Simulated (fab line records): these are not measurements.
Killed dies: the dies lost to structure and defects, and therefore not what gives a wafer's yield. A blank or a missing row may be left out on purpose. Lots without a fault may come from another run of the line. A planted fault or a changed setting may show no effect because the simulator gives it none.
Matching of chambers	flow n5Finfet	aldSin-03 running N5_SDB_ALD_29: 3 sister chambers
The step deposits SiNx, target thk 30 nm, pulse time 1 s, ald cycles 600. 6 wafers are shown with their chamber, then 5 later ones without.

== WAFERS PAIRED WITH THEIR CHAMBERS ==
wafer	chamber	heaterPowerW (W)	precursorPulseHeightRel
L326.3	1	794	1.028
L326.4	2	823	1.020
L327.2	2	821	1.019
L327.5	0	778	1.011
L331.3	0	763	0.999
L331.4	1	806	1.009

== WAFERS MISSING THEIR CHAMBER ==
wafer	heaterPowerW (W)	precursorPulseHeightRel
L331.5	806	0.996
L332.3	766	1.001
L332.6	757	1.030
L342.1	767	0.980
L342.2	816	1.010

== THE CHAMBER EACH PASSED THROUGH ==
wafer	from the rows above	in truth
L331.5	can't be placed: 1 or 2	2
L332.3	0	0
L332.6	0	0
L342.1	0	0
L342.2	can't be placed: 2 or 1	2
Correctly placed: 3 of 5. Not placeable from these rows: 2 (in 2, the candidates include the true chamber). Wrongly placed: 0.
How it was worked out, from the rows above alone: a wafer's distance from a chamber is the root of the sum, over the readings, of the square of ((its reading less the chamber's mean) divided by the reading's scatter). If the next closest chamber is less than 2 further off than the closest, the wafer can't be placed; otherwise it belongs to the closest. For every chamber, the mean is computed from those of its wafers that are shown. The scatter: take each reading less its chamber's mean, square it, sum over the shown wafers, divide by the number of wafers less the number of chambers, and take the root.
